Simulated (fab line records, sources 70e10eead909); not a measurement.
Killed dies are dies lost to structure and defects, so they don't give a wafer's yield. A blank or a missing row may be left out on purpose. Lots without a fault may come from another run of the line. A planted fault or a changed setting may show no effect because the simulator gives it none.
Which tool did it? | flow nand_harc | 14 lots, 42 wafers sampled, at 4 steps of a route of 1302

WHAT THE GAUGES READ, wafer by wafer
The record holds no reading of a measuring or inspecting step that can be judged against a usual standard deviation.

WHICH TOOL RAN EACH LOT (tool, then ch and the chambers of the sampled wafers, then the start)
lot  | NHARC_A_WL_FILL_ETCHBACK_16        | NHARC_A_WL_FILL_STRIP_29           | NHARC_A_WL_FILL_CVD_20                   | NHARC_A_WL_FILL_CMP_12
L336 | rie_diel-01 ch 1,3, day 20 21:58   | rie_diel-01 ch 2,3, day 20 22:04   | cvd_w-02 ch 0,1, day 21 03:59 or earlier | cmp-04 ch 0,3, day 21 03:59
L337 | rie_diel-11 ch 0,1, day 21 04:08   | rie_diel-11 ch 0,1,2, day 21 04:14 | cvd_w-02 ch 0,1, day 21 10:14 or earlier | cmp-02 ch 0,2,3, day 21 10:14
L346 | rie_diel-11 ch 1,2,3, day 25 05:36 | rie_diel-11 ch 0,3, day 25 05:40   | cvd_w-02 ch 0,1, day 25 13:05 or earlier | cmp-04 ch 0,2,3, day 25 13:05
L345 | rie_diel-11 ch 1,3, day 25 17:15   | rie_diel-11 ch 2,3, day 25 17:20   | cvd_w-02 ch 0,1, day 25 23:21 or earlier | cmp-02 ch 2,3, day 25 23:21
L347 | rie_diel-11 ch 1,2,3, day 25 22:05 | rie_diel-11 ch 0,2,3, day 25 22:11 | cvd_w-01 ch 0,1, day 26 04:07 or earlier | cmp-04 ch 0,3, day 26 04:07
L351 | rie_diel-06 ch 0,1,2, day 26 18:53 | rie_diel-06 ch 0,1,3, day 26 18:58 | cvd_w-02 ch 0,1, day 27 00:45 or earlier | cmp-04 ch 0,3, day 27 00:45
L349 | rie_diel-01 ch 0,1, day 26 21:52   | rie_diel-01 ch 0,1, day 26 22:00   | cvd_w-02 ch 0,1, day 27 03:55 or earlier | cmp-04 ch 1,2,3, day 27 03:55
L350 | rie_diel-01 ch 0,1, day 27 05:14   | rie_diel-01 ch 1,2, day 27 05:20   | cvd_w-01 ch 0,1, day 27 11:14 or earlier | cmp-01 ch 1,2,3, day 27 11:14
L353 | rie_diel-01 ch 1,2,3, day 28 14:41 | rie_diel-01 ch 0,1,2, day 28 14:46 | cvd_w-01 ch 1, day 28 20:44 or earlier   | cmp-01 ch 0,1, day 28 20:44
L357 | rie_diel-06 ch 1,2,3, day 29 04:03 | rie_diel-06 ch 0,2,3, day 29 04:09 | cvd_w-02 ch 0,1, day 29 10:08 or earlier | cmp-04 ch 0,2,3, day 29 10:08
L355 | rie_diel-11 ch 0,2,3, day 29 04:55 | rie_diel-11 ch 1,2, day 29 05:00   | cvd_w-01 ch 0,1, day 29 10:11 or earlier | cmp-01 ch 0,1,3, day 29 10:11
L356 | rie_diel-06 ch 0,1,2, day 29 06:38 | rie_diel-06 ch 1,2,3, day 29 06:43 | cvd_w-02 ch 0,1, day 29 12:44 or earlier | cmp-02 ch 1,2,3, day 29 12:44
L358 | rie_diel-06 ch 0,1,3, day 29 20:33 | rie_diel-06 ch 1,2,3, day 29 20:38 | cvd_w-02 ch 0,1, day 30 02:35 or earlier | cmp-01 ch 0,3, day 30 02:35
L359 | rie_diel-11 ch 1,2,3, day 30 12:38 | rie_diel-11 ch 1,3, day 30 12:43   | cvd_w-02 ch 0,1, day 30 19:44 or earlier | cmp-01 ch 0,2,3, day 30 19:44
- NHARC_A_WL_FILL_ETCHBACK_16: etches the open film in C4F8/O2/Ar, target depth 120 nm, time 24 s.
- NHARC_A_WL_FILL_STRIP_29: strips in O2, time 20 s.
- NHARC_A_WL_FILL_CVD_20: deposits W, target thk 100 nm, time 74 s.
- NHARC_A_WL_FILL_CMP_12: polishes, t overpolish 30 s, target thk 100 nm.

WHAT THE TOOLS THEMSELVES READ (means of the sampled wafers that have a number; where no wafer has one, the mark that the record gives instead)
NHARC_A_WL_FILL_ETCHBACK_16.
lot  | tool        | oes_product_au (a.u.) | rf_vpp_V (V) | run_length_s (s)
L336 | rie_diel-01 | 0.991                 | 723          | 45.5
L337 | rie_diel-11 | 0.979                 | 718          | 45.2
L346 | rie_diel-11 | 0.996                 | 726          | 45.0
L345 | rie_diel-11 | 0.925                 | 723          | 27.6
L347 | rie_diel-11 | 0.985                 | 726          | 27.6
L351 | rie_diel-06 | 0.928                 | 726          | 45.2
L349 | rie_diel-01 | 0.982                 | 723          | 45.8
L350 | rie_diel-01 | 1.012                 | 720          | 45.5
L353 | rie_diel-01 | 1.006                 | 724          | 45.3
L357 | rie_diel-06 | 0.997                 | 723          | 45.2
L355 | rie_diel-11 | 0.991                 | 724          | 45.1
L356 | rie_diel-06 | 0.998                 | 726          | 44.9
L358 | rie_diel-06 | 0.997                 | 723          | 44.8
L359 | rie_diel-11 | 1.004                 | 726          | 45.1

NHARC_A_WL_FILL_STRIP_29.
lot  | tool        | drypump_motor_current_A (A) | oes_product_au (a.u.) | rf_vpp_V (V) | showerhead_plenum_p_Torr (Torr) | throttle_valve_pct (%)
L336 | rie_diel-01 | 5.6                         | 1.000                 | 56.9         | 3.56                            | 17.027
L337 | rie_diel-11 | 6.2                         | 0.994                 | 57.5         | 3.48                            | 17.036
L346 | rie_diel-11 | 5.8                         | 0.992                 | 58.5         | 3.45                            | 17.043
L345 | rie_diel-11 | 6.3                         | 1.001                 | 59.0         | 3.72                            | 17.043
L347 | rie_diel-11 | 6.0                         | 0.994                 | 58.4         | 3.58                            | 17.026
L351 | rie_diel-06 | 5.8                         | 1.001                 | 57.4         | 3.54                            | 17.035
L349 | rie_diel-01 | 5.7                         | 1.007                 | 57.4         | 3.41                            | 17.035
L350 | rie_diel-01 | 6.0                         | 1.015                 | 58.7         | 3.61                            | 17.038
L353 | rie_diel-01 | 5.8                         | 1.004                 | 58.1         | 3.51                            | 17.025
L357 | rie_diel-06 | 6.0                         | 1.010                 | 57.4         | 3.59                            | 17.038
L355 | rie_diel-11 | 6.4                         | 1.007                 | 57.8         | 3.62                            | 17.042
L356 | rie_diel-06 | 5.8                         | 1.005                 | 58.0         | 3.56                            | 17.036
L358 | rie_diel-06 | 5.8                         | 1.006                 | 58.2         | 3.56                            | 17.039
L359 | rie_diel-11 | 5.8                         | 1.002                 | 58.0         | 3.60                            | 17.038

NHARC_A_WL_FILL_CVD_20.
lot  | tool     | chamber_pressure_Torr (Torr) | heater_power_w (W) | throttle_valve_pct (%)
L336 | cvd_w-02 | 40.07                        | 865                | 7.84
L337 | cvd_w-02 | 40.12                        | 805                | 7.90
L346 | cvd_w-02 | 40.10                        | 867                | 7.78
L345 | cvd_w-02 | 39.96                        | 804                | 7.93
L347 | cvd_w-01 | 39.96                        | 799                | 7.86
L351 | cvd_w-02 | 40.04                        | 858                | 7.91
L349 | cvd_w-02 | 39.90                        | 802                | 8.08
L350 | cvd_w-01 | 40.03                        | 874                | 7.83
L353 | cvd_w-01 | 39.99                        | 751                | 8.00
L357 | cvd_w-02 | 40.06                        | 845                | 7.59
L355 | cvd_w-01 | 40.04                        | 804                | 7.82
L356 | cvd_w-02 | 39.94                        | 846                | 7.54
L358 | cvd_w-02 | 40.07                        | 805                | 7.66
L359 | cvd_w-02 | 39.94                        | 841                | 7.51

NHARC_A_WL_FILL_CMP_12.
lot  | tool   | motor_current_A (A) | overpolish_run_s (s) | retaining_ring_pressure_frac | time_to_endpoint_s (s)
L336 | cmp-04 | 13.2                | 29.994               | 0.997                        | 21
L337 | cmp-02 | 10.6                | 30.001               | 0.996                        | 22
L346 | cmp-04 | 12.3                | 29.999               | 0.999                        | 19
L345 | cmp-02 | 10.9                | 29.995               | 1.002                        | 24
L347 | cmp-04 | 13.2                | 29.999               | 0.998                        | 20
L351 | cmp-04 | 12.2                | 30.007               | 1.002                        | 17
L349 | cmp-04 | 12.0                | 29.997               | 1.001                        | 20
L350 | cmp-01 | 11.5                | 30.001               | 0.999                        | 22
L353 | cmp-01 | 11.8                | 30.006               | 0.998                        | 21
L357 | cmp-04 | 12.4                | 30.004               | 1.000                        | 22
L355 | cmp-01 | 11.6                | 29.994               | 0.999                        | 19
L356 | cmp-02 | 10.9                | 30.004               | 1.002                        | 22
L358 | cmp-01 | 10.6                | 30.003               | 0.997                        | 15
L359 | cmp-01 | 10.7                | 29.998               | 1.005                        | 18

THE ANSWER, worked out from the rows above alone
Rule: what is usual is taken from the lots themselves. Put in order of their means at a reading, lots are off if they are a third of the lots or fewer, leave a main group of 4 or more, and stand apart from it by a gap of 3 or more times the standard deviation of the main group's means; of several such gaps the widest counts. A main group whose means are all the same, to the digits that the tables above print for the reading, isn't used. A lot without any number at a reading at which 4 lots or more have one is off too. The other lots that the step has rows for count as sound. The gauges are gone through in route order, then the tools' own readings, and for those a lot's mean is taken as printed above. The first step at which some lot is off is used, and at that step the reading that is off furthest; a lot without a number counts as furthest.
Off: L345, L347, at NHARC_A_WL_FILL_ETCHBACK_16 (run_length_s). The main group: mean 45.2 s, standard deviation 0.27.
A tool fits if, at that step or a process step before it, it ran every lot that is off, and no sound lot after the first of them. None of those tried fits.

WHAT THE SIMULATOR HAD PUT IN
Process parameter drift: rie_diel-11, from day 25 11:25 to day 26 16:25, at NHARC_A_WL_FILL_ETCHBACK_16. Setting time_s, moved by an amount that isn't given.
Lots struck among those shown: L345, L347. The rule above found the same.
